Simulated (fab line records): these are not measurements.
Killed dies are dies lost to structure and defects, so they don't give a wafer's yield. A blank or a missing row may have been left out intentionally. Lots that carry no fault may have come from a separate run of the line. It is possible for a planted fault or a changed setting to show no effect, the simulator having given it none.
Matching of chambers | flow nand harc | NHARC_P_STI_CMP_21 on cmp-01: 4 sister chambers
The step polishes, t overpolish 20 s, target thk 380.67 nm. 4 wafers are shown with their chamber, then 9 later ones without.

== WAFERS, EACH WITH ITS CHAMBER ==
wafer  | chamber | motor current A (A)
L085.6 | 3       | 10.6
L088.3 | 2       | 10.8
L088.5 | 1       | 12.3
L088.6 | 0       | 15.5

== WAFERS WHOSE CHAMBER IS MISSING ==
wafer  | motor current A (A)
L089.1 | 12.5
L089.3 | 15.0
L089.6 | 11.2
L093.4 | 12.1
L093.5 | 12.3
L093.6 | 11.4
L096.3 | 11.4
L096.5 | 14.3
L096.6 | 12.1

== EACH ONE'S CHAMBER ==
wafer  | from the rows above          | in truth
L089.1 | 1                            | 1
L089.3 | 0                            | 0
L089.6 | can't be placed: 2 or 3 or 1 | 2
L093.4 | 1                            | 1
L093.5 | 1                            | 1
L093.6 | can't be placed: 2 or 3 or 1 | 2
L096.3 | can't be placed: 2 or 3 or 1 | 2
L096.5 | can't be placed: 0 or 1      | 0
L096.6 | 1                            | 1
5 of 9 placed correctly. Unplaceable from these rows: 4, with the true chamber sitting among the candidates in 4. 0 placed wrongly.
How it was worked out, from the rows above alone: a wafer's distance from a chamber is the root of the sum, over the readings, of the square of ((its reading less the chamber's mean) divided by the reading's scatter). If the next closest chamber is less than 2 further off than the closest, the wafer can't be placed; otherwise it belongs to the closest. The mean given for a chamber averages the wafers shown for that chamber. The scatter: with one shown wafer a chamber, the root of the mean of the squares of how far each hidden wafer lies from its nearest shown one.
